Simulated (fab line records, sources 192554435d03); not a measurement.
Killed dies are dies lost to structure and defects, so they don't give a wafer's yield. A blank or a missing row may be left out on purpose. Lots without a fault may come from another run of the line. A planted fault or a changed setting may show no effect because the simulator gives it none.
fab line records | flow n5_finfet
record lots=13 wafers=37 last_day=17
route steps=1938 shown BEOL_M15@1817 MIM_BOT@1832 MIM_TOP@1834 PASSIVATION@1936
lots that met no fault: from a run of the same line without faults
start_h: hours from the record's first day to the start of the lot's first wafer shown | wait_h: hours since the lot's step before | " the same as in the row above | L1.1+2: a row that stands for several wafers | - no value, or no start given | * or withheld: withheld | < > ~ a bound
route shown NAME@n: a module of which the file shows steps, and the number in the route of the first | usual: mean/standard deviation of fault-free wafers | same: alike in all rows | chamber/n: place in a boat | sites: the reading at each site | _std_site: their standard deviation | _edge_site: outer sites' mean less inner sites' | radius_mm: how far each site lies from the wafer's centre | mask NAME#n: copy n | behind: the tool/chamber that last shaped the wafer | hold: why the lot was held/for how many hours/how that ended | device: the transistor (n, p or np) that didn't switch | end of line: the same wafers' tests at the end of the route | a step without rows: its recipe alone | killed: dies lost to structure and defects at the first sort, not the wafer's yield | map: a wafer's dies, x killed, . not, _ none there
set.NAME: the setting as run; set.NAME@STEP: as run at that earlier step | model.NAME: the simulator's own value behind a step, which no gauge read
steps of the route over a sample of lots; a table a step, a row a wafer
services: from which hour (start_h, from the record's first day; less than 0 if before it) a tool's chamber was out of use, for how many hours, and why
## steps
# step N5_BEOL_M15_DEGAS_41
# recipe ambient=vacuum temp_c=300 time_s=60
# usual heater_power_w=453/48 susceptor_temp_C=300.00/0.2
# columns lot.wafer tool chamber start_h wait_h heater_power_w susceptor_temp_C
L481.2 pvd_sputter-01 - 271.52 0.1 399 299.91
L481.5 " - " " 416 299.86
L483.1 pvd_sputter-02 - 271.61 0.2 454 300.57
L483.4 " - " " 461 299.75
L483.6 " - " " 452 299.93
L482.2 pvd_sputter-01 - 277.27 0.3 511 299.84
L482.5 " - " " 513 300.13
L482.6 " - " " 405 300.07
L485.1 pvd_sputter-03 - 292.21 0.2 459 300.13
L485.2 " - " " 521 299.93
L485.3 " - " " 561 300.08
L487.2 pvd_sputter-03 - 297.69 0.7 462 300.17
L487.4 " - " " 521 299.64
L487.5 " - " " 455 300.02
L486.2 pvd_sputter-01 - 303.91 1.0 401 299.84
L486.4 " - " " 377 300.08
L486.6 " - " " 393 299.97
L489.1 pvd_sputter-02 - 308.20 0.6 462 299.65
L489.4 " - " " 470 300.12
L489.5 " - " " 453 300.02
L490.1 pvd_sputter-02 - 308.52 0.9 400 300.01
L490.5 " - " " 481 299.72
L488.1 pvd_sputter-02 - 310.26 0.1 476 300.05
L488.4 " - " " 405 300.24
L488.5 " - " " 447 300.24
L491.1 pvd_sputter-02 - 317.29 0.1 430 300.09
L491.2 " - " " 446 299.85
L491.5 " - " " 469 299.66
L492.3 pvd_sputter-01 - 336.49 0.2 420 300.02
L492.4 " - " " 390 299.87
L492.5 " - " " 412 299.72
L502.1 pvd_sputter-03 - 384.66 0.3 520 299.99
L502.3 " - " " 551 299.86
L502.6 " - " " 463 300.05
L501.1 pvd_sputter-02 - 392.00 0.4 458 299.97
L501.4 " - " " 411 299.87
L501.5 " - " " 462 299.60
# step N5_BEOL_M15_ANNEAL_48
# recipe temp_c=225 time_s=90 ambient=N2
# usual wafer_temp_C_max=226.32/0.29
# columns lot.wafer tool chamber start_h wait_h wafer_temp_C_max
L481.2 rtp_anneal-01 0 272.46 0.5 226.90
L481.5 " 0 " " 226.74
L483.1 rtp_anneal-01 0 272.80 0.7 226.61
L483.4 " 0 " " 226.13
L483.6 " 0 " " 226.58
L482.2 rtp_anneal-01 0 277.92 0.2 226.27
L482.5 " 0 " " 226.49
L482.6 " 0 " " 226.38
L485.1 rtp_anneal-02 0 292.81 0.2 226.09
L485.2 " 0 " " 226.36
L485.3 " 0 " " 226.25
L487.2 rtp_anneal-02 0 298.33 0.2 226.19
L487.4 " 0 " " 225.88
L487.5 " 0 " " 226.11
L486.2 rtp_anneal-02 0 304.55 0.2 226.45
L486.4 " 0 " " 226.26
L486.6 " 0 " " 226.39
L489.1 rtp_anneal-02 0 308.80 0.2 235.22
L489.4 " 0 " " 235.75
L489.5 " 0 " " 235.74
L490.1 rtp_anneal-01 0 309.12 0.2 226.67
L490.5 " 0 " " 226.28
L488.1 rtp_anneal-02 0 311.35 0.7 235.52
L488.4 " 0 " " 235.94
L488.5 " 0 " " 235.51
L491.1 rtp_anneal-02 0 318.04 0.3 235.78
L491.2 " 0 " " 235.25
L491.5 " 0 " " 235.99
L492.3 rtp_anneal-01 0 337.18 0.2 226.43
L492.4 " 0 " " 226.58
L492.5 " 0 " " 225.70
L502.1 rtp_anneal-02 0 385.26 0.2 226.35
L502.3 " 0 " " 226.47
L502.6 " 0 " " 226.40
L501.1 rtp_anneal-02 0 392.77 0.3 226.05
L501.4 " 0 " " 226.45
L501.5 " 0 " " 226.33
# step N5_MIM_BOT_DEGAS_01
# recipe ambient=vacuum temp_c=300 time_s=60
# usual heater_power_w=459/49 susceptor_temp_C=300.01/0.19
# columns lot.wafer tool chamber start_h wait_h heater_power_w susceptor_temp_C
L481.2 pvd_sputter-01 - 277.03 2.9 381 299.79
L481.5 " - " " 405 299.83
L483.1 pvd_sputter-01 - 277.15 2.6 384 299.77
L483.4 " - " " 415 299.83
L483.6 " - " " 394 299.75
L482.2 pvd_sputter-03 - 280.55 0.9 475 300.19
L482.5 " - " " 524 299.99
L482.6 " - " " 469 300.46
L485.1 pvd_sputter-02 - 295.04 0.5 458 299.98
L485.2 " - " " 407 299.92
L485.3 " - " " 449 300.08
L487.2 pvd_sputter-02 - 300.54 0.5 476 299.77
L487.4 " - " " 461 300.30
L487.5 " - " " 464 299.84
L486.2 pvd_sputter-02 - 308.08 1.8 441 299.97
L486.4 " - " " 407 300.01
L486.6 " - " " 451 300.03
L489.1 pvd_sputter-03 - 310.77 0.2 459 300.00
L489.4 " - " " 467 299.79
L489.5 " - " " 563 300.05
L490.1 pvd_sputter-03 - 310.98 0.1 464 299.69
L490.5 " - " " 511 300.00
L488.1 pvd_sputter-02 - 314.12 1.0 454 300.15
L488.4 " - " " 411 299.68
L488.5 " - " " 479 300.23
L491.1 pvd_sputter-03 - 319.84 0.0 530 299.92
L491.2 " - " " 557 300.10
L491.5 " - " " 459 300.21
L492.3 pvd_sputter-03 - 339.86 1.0 472 300.20
L492.4 " - " " 468 300.39
L492.5 " - " " 522 299.99
L502.1 pvd_sputter-02 - 387.40 0.4 395 299.89
L502.3 " - " " 478 300.09
L502.6 " - " " 452 299.75
L501.1 pvd_sputter-02 - 396.28 1.8 458 299.82
L501.4 " - " " 444 300.05
L501.5 " - " " 390 299.71
# step N5_MIM_TOP_ALD_00
# recipe material=Al2O3 target_thk_a=* temp_c=withheld ald_precursor_family=TMA ald_co_reactant=O3 pulse_time_s=withheld purge_time_s=3 co_reactant_purge_time_s=withheld co_reactant_pulse_time_s=3 ald_cycles=withheld
# usual precursor_pulse_height_rel=1.001/0.02
# columns lot.wafer tool chamber start_h wait_h precursor_pulse_height_rel
L481.2 ald_hk-01 1 277.17 0.1 0.997
L481.5 " 2 " " 1.012
L483.1 ald_hk-03 2 277.29 0.1 0.996
L483.4 " 0 " " 0.975
L483.6 " 0 " " 0.982
L482.2 ald_hk-01 0 280.70 0.1 0.996
L482.5 " 3 " " 0.977
L482.6 " 2 " " 1.021
L485.1 ald_hk-01 3 295.18 0.1 0.998
L485.2 " 1 " " 1.008
L485.3 " 0 " " 0.995
L487.2 ald_hk-02 3 300.68 0.1 1.003
L487.4 " 0 " " 0.971
L487.5 " 0 " " 1.027
L486.2 ald_hk-01 2 308.22 0.1 0.989
L486.4 " 1 " " 1.023
L486.6 " 3 " " 0.977
L489.1 ald_hk-02 3 310.91 0.1 1.020
L489.4 " 1 " " 1.004
L489.5 " 2 " " 1.032
L490.1 ald_hk-03 0 311.12 0.1 0.983
L490.5 " 0 " " 1.015
L488.1 ald_hk-03 1 314.26 0.1 0.960
L488.4 " 3 " " 1.014
L488.5 " 2 " " 1.010
L491.1 ald_hk-03 1 319.98 0.1 0.985
L491.2 " 2 " " 0.962
L491.5 " 1 " " 1.012
L492.3 ald_hk-01 0 340.00 0.1 1.052
L492.4 " 2 " " 0.997
L492.5 " 1 " " 1.017
L502.1 ald_hk-01 3 387.54 0.1 0.975
L502.3 " 2 " " 0.993
L502.6 " 3 " " 1.020
L501.1 ald_hk-01 2 396.43 0.1 1.013
L501.4 " 1 " " 0.986
L501.5 " 3 " " 1.030
# step N5_PASSIVATION_PROBE_49
# usual defect_limited_yield=91.1/1.4 killed_at_M0_to_M3=36/9.9 killed_at_M4_up=13/5.8 killed_at_contacts=14/5.9 killed_at_front_end=39/11 killed_at_other=3.4/2.9 killed_dies=105/17 killed_open=70/13 killed_short=34/7.3 sort_bin_4_leakage=0.00/0.0072 sort_bin_5_function=5.3/1 sort_bin_6_memory=3.3/0.62 sort_bin_8_speed=0.01/0.057 sort_n_pass=1075/17
# same gross_dies=1180 killed_at_back_side=0
# columns lot.wafer tool chamber start_h wait_h defect_limited_yield[%] killed_at_M0_to_M3 killed_at_M4_up killed_at_contacts killed_at_front_end killed_at_other killed_dies killed_open killed_short sort_bin_4_leakage[%] sort_bin_5_function[%] sort_bin_6_memory[%] sort_bin_8_speed[%] sort_n_pass
L481.2 prober-02 - 292.06 0.1 90.3 37 18 18 40 2 115 77 36 0 5.8 3.3 0 1065
L481.5 prober-02 - 292.21 0.2 91.6 26 16 12 44 1 99 72 24 0 5.5 2.5 0 1081
L483.1 prober-01 - 292.63 0.0 90.4 36 12 16 44 5 113 75 36 0 5.9 3.1 0 1067
L483.4 prober-01 - 292.78 0.2 92.4 35 17 10 23 5 90 57 33 0 4.3 3.3 0 1090
L483.6 prober-01 - 292.88 0.3 90.3 39 9 16 45 6 115 77 37 0 6.2 3.0 0 1065
L482.2 prober-02 - 294.06 0.1 90.6 43 9 9 42 8 111 78 33 0 5.1 4.2 0 1069
L482.5 prober-02 - 294.21 0.2 89.5 55 8 9 48 4 124 87 37 0 7.3 3.1 0 1056
L482.6 prober-02 - 294.26 0.3 93.3 33 11 10 23 2 79 51 28 0 3.3 3.1 0 1101
L485.1 prober-02 - 306.75 0.0 91.9 39 3 8 43 2 95 64 31 0 4.8 3.1 0 1085
L485.2 prober-02 - 306.80 0.1 87.9 43 10 25 58 7 143 103 39 0 7.5 4.2 0 1037
L485.3 prober-02 - 306.85 0.1 90.7 39 9 17 36 9 110 65 39 0 5.3 3.6 0.34 1068
L487.2 prober-02 - 314.62 0.1 87.2 48 17 23 61 2 151 115 33 0 7.9 4.7 0 1029
L487.4 prober-02 - 314.72 0.2 88.6 55 16 13 49 1 134 96 36 0 7.7 3.2 0 1046
L487.5 prober-02 - 314.77 0.2 90.2 39 11 9 55 2 116 80 36 0 5.6 4.0 0 1064
L486.2 prober-02 - 320.27 0.1 90.8 31 19 9 44 5 108 63 45 0 5.0 4.1 0 1072
L486.4 prober-02 - 320.37 0.2 90.9 31 11 13 47 5 107 77 30 0 5.6 3.4 0 1073
L486.6 prober-02 - 320.47 0.3 91.9 41 11 7 30 6 95 62 33 0 4.7 3.0 0 1085
L489.1 prober-01 - 322.65 0.0 90.6 22 18 20 49 2 111 81 29 0 6.6 2.5 0 1069
L489.4 prober-01 - 322.80 0.2 92.5 22 11 15 37 4 89 64 25 0 4.5 2.7 0 1091
L489.5 prober-01 - 322.85 0.2 89.3 39 8 25 52 2 126 78 48 0 6.3 4.2 0 1054
L490.1 prober-01 - 323.79 0.0 91.8 44 9 9 28 7 97 59 37 0 5.5 2.6 0 1083
L490.5 prober-01 - 323.99 0.2 94.4 32 4 1 24 5 66 48 18 0 3.4 1.9 0 1114
L488.1 prober-02 - 327.84 0.0 92.5 32 8 17 25 7 89 65 24 0 4.3 2.8 0 1091
L488.4 prober-02 - 327.99 0.2 92.9 39 8 10 25 2 84 63 21 0 4.2 2.5 0 1096
L488.5 prober-02 - 328.04 0.2 91.9 42 14 7 31 2 96 65 31 0 4.9 3.1 0 1084
L491.1 prober-02 - 333.56 0.4 93.0 31 14 7 28 3 83 57 23 0 4.6 2.2 0 1097
L491.2 prober-02 - 333.61 0.4 92.8 28 17 15 22 3 85 55 30 0 4.2 2.7 0 1095
L491.5 prober-02 - 333.76 0.6 91.5 24 25 14 37 0 100 74 25 0 5.0 3.1 0 1080
L492.3 prober-01 - 353.81 0.1 92.0 41 6 18 23 6 94 65 27 0.08 4.7 2.9 0 1085
L492.4 prober-01 - 353.86 0.2 92.2 29 13 5 38 7 92 65 22 0 4.3 3.1 0 1088
L492.5 prober-01 - 353.91 0.2 89.4 26 19 15 57 8 125 84 40 0 6.9 3.3 0 1055
L502.1 prober-01 - 400.45 0.0 91.9 34 11 15 36 0 96 65 28 0 4.7 2.9 0 1084
L502.3 prober-01 - 400.55 0.1 91.4 37 16 21 25 2 101 66 34 0 4.8 3.5 0 1079
L502.6 prober-01 - 400.70 0.3 91.1 45 15 17 26 2 105 68 36 0 5.4 3.2 0 1075
L501.1 prober-01 - 411.01 0.0 90.9 30 32 10 29 6 107 77 27 0 5.9 2.7 0 1073
L501.4 prober-01 - 411.16 0.2 91.8 19 25 17 35 1 97 68 29 0 4.7 3.1 0 1083
L501.5 prober-01 - 411.21 0.2 91.4 29 20 15 36 1 101 70 30 0 5.7 2.5 0 1079
# killed by level:class
L481.2 MOL_CONTACT_COAG:geometric_particle:open=16 BEOL_M2:geometric_particle:open=9 FIN_SAQP:geometric_particle:open=8 FIN_SAQP:geometric_particle:short=8 BEOL_M4:geometric_particle:open=8 BEOL_M1:geometric_particle:open=7 BEOL_M3:geometric_particle:open=7 GATE_CUT:geometric_particle:short=6
L481.5 MOL_CONTACT_COAG:geometric_particle:open=11 DUMMY_GATE:geometric_particle:open=10 BEOL_M4:geometric_particle:open=9 STI_FIN_REVEAL:geometric_particle:open=8 BEOL_M0_SAQP:geometric_particle:open=6 BEOL_M0_SAQP:geometric_particle:short=5 BEOL_M3:geometric_particle:open=5 FIN_SAQP:geometric_particle:open=4
L483.1 BEOL_M3:geometric_particle:open=13 FIN_SAQP:geometric_particle:short=12 MOL_CONTACT_COAG:geometric_particle:open=12 FIN_SAQP:geometric_particle:open=10 STI_FIN_REVEAL:geometric_particle:open=6 BEOL_M1:geometric_particle:open=6 MOL_CONTACT_COAG:geometric_particle:short=4 BEOL_M2:geometric_particle:open=4
L483.4 MOL_CONTACT_COAG:geometric_particle:open=9 FIN_SAQP:geometric_particle:short=7 BEOL_M0:geometric_particle:open=7 BEOL_M2:geometric_particle:open=7 GATE_CUT:geometric_particle:short=5 BEOL_M1:geometric_particle:short=5 BEOL_M1:geometric_particle:open=5 FIN_SAQP:geometric_particle:open=4
L483.6 MOL_CONTACT_COAG:geometric_particle:open=11 BEOL_M0_SAQP:geometric_particle:open=11 STI_FIN_REVEAL:geometric_particle:open=10 BEOL_M0_SAQP:geometric_particle:short=8 FIN_SAQP:geometric_particle:open=7 BEOL_M3:geometric_particle:open=7 BEOL_M1:geometric_particle:short=6 DUMMY_GATE:geometric_particle:open=5
L482.2 STI_FIN_REVEAL:geometric_particle:open=18 BEOL_M0_SAQP:geometric_particle:short=14 BEOL_M3:geometric_particle:open=10 DUMMY_GATE:geometric_particle:open=8 MOL_CONTACT_COAG:geometric_particle:open=8 BEOL_M0_SAQP:geometric_particle:open=7 BEOL_M0:geometric_particle:open=5 STI_FIN_REVEAL:geometric_particle:short=4
L482.5 STI_FIN_REVEAL:geometric_particle:open=18 BEOL_M0_SAQP:geometric_particle:open=14 BEOL_M0:geometric_particle:open=11 BEOL_M0_SAQP:geometric_particle:short=9 BEOL_M2:geometric_particle:open=7 MOL_CONTACT_COAG:geometric_particle:open=6 BEOL_M2:geometric_particle:short=5 BEOL_M3:geometric_particle:open=5
L482.6 BEOL_M3:geometric_particle:open=8 BEOL_M2:geometric_particle:open=7 MOL_CONTACT_COAG:geometric_particle:open=6 BEOL_M0_SAQP:geometric_particle:short=6 BEOL_M3:geometric_particle:short=5 STI_FIN_REVEAL:geometric_particle:open=5 STI_FIN_REVEAL:geometric_particle:short=4 MOL_CONTACT_COAG:geometric_particle:short=4
L485.1 BEOL_M0_SAQP:geometric_particle:open=16 FIN_SAQP:geometric_particle:short=15 FIN_SAQP:geometric_particle:open=13 BEOL_M2:geometric_particle:open=9 BEOL_M1:geometric_particle:open=7 MOL_CONTACT_COAG:geometric_particle:open=6 BEOL_M0_SAQP:geometric_particle:short=4 STARTING-WAFER:geometric_particle:open=4
L485.2 FIN_SAQP:geometric_particle:open=37 MOL_CONTACT_COAG:geometric_particle:open=20 FIN_SAQP:geometric_particle:short=11 BEOL_M3:geometric_particle:open=9 BEOL_M0_SAQP:geometric_particle:short=9 BEOL_M0_SAQP:geometric_particle:open=9 BEOL_M2:geometric_particle:open=9 MOL_CONTACT_COAG:geometric_particle:short=5
L485.3 FIN_SAQP:geometric_particle:open=19 MOL_CONTACT_COAG:geometric_particle:open=14 BEOL_M0_SAQP:geometric_particle:short=13 FIN_SAQP:geometric_particle:short=7 BEOL_M0_SAQP:geometric_particle:open=6 BEOL_M1:geometric_particle:open=5 BEOL_M2:geometric_particle:open=5 STI_FIN_REVEAL:geometric_particle:open=3
L487.2 FIN_SAQP:geometric_particle:open=26 MOL_CONTACT_COAG:geometric_particle:open=20 BEOL_M1:geometric_particle:open=18 FIN_SAQP:geometric_particle:short=11 STI_FIN_REVEAL:geometric_particle:open=10 BEOL_M4:geometric_particle:open=9 BEOL_M3:geometric_particle:open=8 BEOL_M0_SAQP:geometric_particle:open=5
L487.4 FIN_SAQP:geometric_particle:open=18 MOL_CONTACT_COAG:geometric_particle:open=12 BEOL_M0:geometric_particle:open=10 STI_FIN_REVEAL:geometric_particle:open=9 BEOL_M0_SAQP:geometric_particle:open=9 BEOL_M0_SAQP:geometric_particle:short=8 BEOL_M2:geometric_particle:open=7 BEOL_M1:geometric_particle:open=7
L487.5 FIN_SAQP:geometric_particle:open=21 BEOL_M1:geometric_particle:open=11 FIN_SAQP:geometric_particle:short=9 MOL_CONTACT_COAG:geometric_particle:open=8 BEOL_M0_SAQP:geometric_particle:open=8 GATE_CUT:geometric_particle:open=7 BEOL_M0_SAQP:geometric_particle:short=7 BEOL_M3:geometric_particle:open=5
L486.2 BEOL_M0_SAQP:geometric_particle:short=15 STI_FIN_REVEAL:geometric_particle:open=12 FIN_SAQP:geometric_particle:open=10 MOL_CONTACT_COAG:geometric_particle:open=7 BEOL_M0_SAQP:geometric_particle:open=6 FIN_SAQP:geometric_particle:short=5 BEOL_M5:geometric_particle:short=5 BEOL_M8:geometric_particle:open=4
L486.4 DUMMY_GATE:geometric_particle:open=13 FIN_SAQP:geometric_particle:open=12 MOL_CONTACT_COAG:geometric_particle:open=10 BEOL_M0_SAQP:geometric_particle:short=10 BEOL_M0_SAQP:geometric_particle:open=7 BEOL_M3:geometric_particle:open=7 FIN_SAQP:geometric_particle:short=6 BEOL_M4:geometric_particle:open=6
L486.6 BEOL_M3:geometric_particle:open=10 FIN_SAQP:geometric_particle:open=8 BEOL_M0_SAQP:geometric_particle:short=8 FIN_SAQP:geometric_particle:short=6 DUMMY_GATE:geometric_particle:open=6 BEOL_M2:geometric_particle:open=6 STI_FIN_REVEAL:geometric_particle:open=5 MOL_CONTACT_COAG:geometric_particle:open=5
L489.1 MOL_CONTACT_COAG:geometric_particle:open=18 STI_FIN_REVEAL:geometric_particle:open=12 FIN_SAQP:geometric_particle:open=9 FIN_SAQP:geometric_particle:short=5 BEOL_M2:geometric_particle:open=5 BEOL_M3:geometric_particle:open=5 GATE_CUT:geometric_particle:open=4 BEOL_M0_SAQP:geometric_particle:open=4
L489.4 STI_FIN_REVEAL:geometric_particle:open=12 MOL_CONTACT_COAG:geometric_particle:open=12 BEOL_M0_SAQP:geometric_particle:short=6 BEOL_M2:geometric_particle:open=6 BEOL_M0_SAQP:geometric_particle:open=5 FIN_SAQP:geometric_particle:short=4 FIN_SAQP:geometric_particle:open=4 BEOL_M3:geometric_particle:open=4
L489.5 MOL_CONTACT_COAG:geometric_particle:open=18 STI_FIN_REVEAL:geometric_particle:open=16 BEOL_M0_SAQP:geometric_particle:short=13 FIN_SAQP:geometric_particle:short=10 BEOL_M0_SAQP:geometric_particle:open=10 MOL_CONTACT_COAG:geometric_particle:short=7 FIN_SAQP:geometric_particle:open=6 GATE_CUT:geometric_particle:short=5
L490.1 BEOL_M0_SAQP:geometric_particle:open=8 BEOL_M0_SAQP:geometric_particle:short=7 BEOL_M1:geometric_particle:open=6 MOL_CONTACT_COAG:geometric_particle:open=6 BEOL_M0:geometric_particle:open=6 BEOL_M2:geometric_particle:open=6 BEOL_M3:geometric_particle:open=5 STARTING-WAFER:geometric_particle:short=5
L490.5 BEOL_M2:geometric_particle:open=18 FIN_SAQP:geometric_particle:short=4 FIN_SAQP:geometric_particle:open=4 STI_FIN_REVEAL:geometric_particle:open=4 BEOL_M1:geometric_particle:open=4 ILD0:geometric_particle:open=3 ILD0:geometric_particle:short=3 GATE_CUT:geometric_particle:open=2
L488.1 MOL_CONTACT_COAG:geometric_particle:open=14 BEOL_M2:geometric_particle:open=9 STI_FIN_REVEAL:geometric_particle:open=7 BEOL_M0_SAQP:geometric_particle:open=6 BEOL_M3:geometric_particle:open=6 BEOL_M1:geometric_particle:open=5 BEOL_M4:geometric_particle:open=4 PASS1_CAP:geometric_particle:short=4
L488.4 BEOL_M2:geometric_particle:open=16 BEOL_M0_SAQP:geometric_particle:open=10 STI_FIN_REVEAL:geometric_particle:open=8 MOL_CONTACT_COAG:geometric_particle:open=8 FIN_SAQP:geometric_particle:short=7 BEOL_M1:geometric_particle:open=4 BEOL_M4:geometric_particle:open=4 FIN_SAQP:geometric_particle:open=3
L488.5 BEOL_M0_SAQP:geometric_particle:short=13 BEOL_M0_SAQP:geometric_particle:open=11 DUMMY_GATE:geometric_particle:open=10 BEOL_M4:geometric_particle:open=8 STI_FIN_REVEAL:geometric_particle:open=6 BEOL_M1:geometric_particle:open=6 MOL_CONTACT_COAG:geometric_particle:open=5 GATE_CUT:geometric_particle:open=4
L491.1 BEOL_M3:geometric_particle:open=12 BEOL_M4:geometric_particle:open=8 BEOL_M2:geometric_particle:open=8 STI_FIN_REVEAL:geometric_particle:open=7 MOL_CONTACT_COAG:geometric_particle:open=4 BEOL_M0_SAQP:geometric_particle:open=4 GATE_CUT:geometric_particle:short=3 MOL_CONTACT_COAG:geometric_particle:short=3
L491.2 MOL_CONTACT_COAG:geometric_particle:open=13 BEOL_M0_SAQP:geometric_particle:short=11 BEOL_M4:geometric_particle:open=11 BEOL_M0_SAQP:geometric_particle:open=8 GATE_CUT:geometric_particle:short=4 FIN_SAQP:geometric_particle:short=3 GATE_CUT:geometric_particle:open=3 BEOL_M3:geometric_particle:open=3
L491.5 BEOL_M4:geometric_particle:open=12 MOL_CONTACT_COAG:geometric_particle:open=11 BEOL_M2:geometric_particle:open=9 STI_FIN_REVEAL:geometric_particle:open=7 DUMMY_GATE:geometric_particle:open=7 FIN_SAQP:geometric_particle:short=5 BEOL_M1:geometric_particle:open=5 FIN_SAQP:geometric_particle:open=4
L492.3 MOL_CONTACT_COAG:geometric_particle:open=14 BEOL_M2:geometric_particle:open=11 BEOL_M0_SAQP:geometric_particle:open=8 BEOL_M3:geometric_particle:open=7 FIN_SAQP:geometric_particle:open=4 MOL_CONTACT_COAG:geometric_particle:short=4 MIM_TOP_ETCH:geometric_particle:short=4 DUMMY_GATE:geometric_particle:open=3
L492.4 STI_FIN_REVEAL:geometric_particle:open=10 BEOL_M0_SAQP:geometric_particle:open=9 BEOL_M4:geometric_particle:open=7 MOL_CONTACT_COAG:geometric_particle:open=5 BEOL_M0_SAQP:geometric_particle:short=5 FIN_SAQP:geometric_particle:short=4 BEOL_M3:geometric_particle:open=4 FIN_SAQP:geometric_particle:open=3
L492.5 FIN_SAQP:geometric_particle:open=19 MOL_CONTACT_COAG:geometric_particle:open=11 BEOL_M5:geometric_particle:open=9 STI_FIN_REVEAL:geometric_particle:open=6 GATE_CUT:geometric_particle:short=6 BEOL_M2:geometric_particle:open=6 FIN_SAQP:geometric_particle:short=5 GATE_CUT:geometric_particle:open=5
L502.1 MOL_CONTACT_COAG:geometric_particle:open=11 STI_FIN_REVEAL:geometric_particle:open=9 BEOL_M0_SAQP:geometric_particle:short=8 FIN_SAQP:geometric_particle:open=7 GATE_CUT:geometric_particle:open=7 BEOL_M3:geometric_particle:open=7 BEOL_M2:geometric_particle:open=6 FIN_SAQP:geometric_particle:short=4
L502.3 MOL_CONTACT_COAG:geometric_particle:open=14 BEOL_M0_SAQP:geometric_particle:short=13 STI_FIN_REVEAL:geometric_particle:open=7 MOL_CONTACT_COAG:geometric_particle:short=7 BEOL_M2:geometric_particle:open=7 BEOL_M4:geometric_particle:open=7 FIN_SAQP:geometric_particle:open=5 BEOL_M3:geometric_particle:open=5
L502.6 MOL_CONTACT_COAG:geometric_particle:open=15 BEOL_M0_SAQP:geometric_particle:short=12 BEOL_M1:geometric_particle:open=10 BEOL_M0_SAQP:geometric_particle:open=7 FIN_SAQP:geometric_particle:short=6 FIN_SAQP:geometric_particle:open=5 BEOL_M3:geometric_particle:open=5 BEOL_M4:geometric_particle:open=4
L501.1 BEOL_M4:geometric_particle:open=22 MOL_CONTACT_COAG:geometric_particle:open=10 BEOL_M2:geometric_particle:open=9 BEOL_M0_SAQP:geometric_particle:open=7 STI_FIN_REVEAL:geometric_particle:open=6 BEOL_M4:geometric_particle:short=6 DUMMY_GATE:geometric_particle:open=5 BEOL_M3:geometric_particle:open=5
L501.4 BEOL_M4:geometric_particle:open=18 MOL_CONTACT_COAG:geometric_particle:open=13 FIN_SAQP:geometric_particle:short=8 DUMMY_GATE:geometric_particle:open=7 STI_FIN_REVEAL:geometric_particle:open=5 BEOL_M2:geometric_particle:open=5 BEOL_M3:geometric_particle:open=5 MOL_CONTACT_COAG:geometric_particle:short=4
L501.5 MOL_CONTACT_COAG:geometric_particle:open=15 BEOL_M4:geometric_particle:open=14 STI_FIN_REVEAL:geometric_particle:open=11 BEOL_M3:geometric_particle:open=10 FIN_SAQP:geometric_particle:short=6 BEOL_M3:geometric_particle:short=6 DUMMY_GATE:geometric_particle:open=5 STARTING-WAFER:geometric_particle:short=5
## services
# columns tool chamber start_h hours kind
ald_hk-01 - 291.53 0.7 repair
pvd_sputter-02 - 371.63 0.5 repair
ald_hk-02 - 382.57 0.5 repair
## key
first_sign step=N5_BEOL_M15_ANNEAL_48 reading=wafer_temp_C_max direction=up sigmas=32 usual=* struck=*
effect none on later readings
met_at N5_BEOL_M15_ANNEAL_48
struck_lots L488,L489,L491
not_acting_at N5_BEOL_M15_DEGAS_41,N5_MIM_BOT_DEGAS_01,N5_MIM_TOP_ALD_00
onset_between 304.55 308.80
fault kind=process_parameter_drift tool=rtp_anneal-02 chamber=- onset_h=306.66 steps=N5_BEOL_M15_ANNEAL_48 channel=temp_c offset=* shape=step end_h=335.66 acts_in=* stated=*
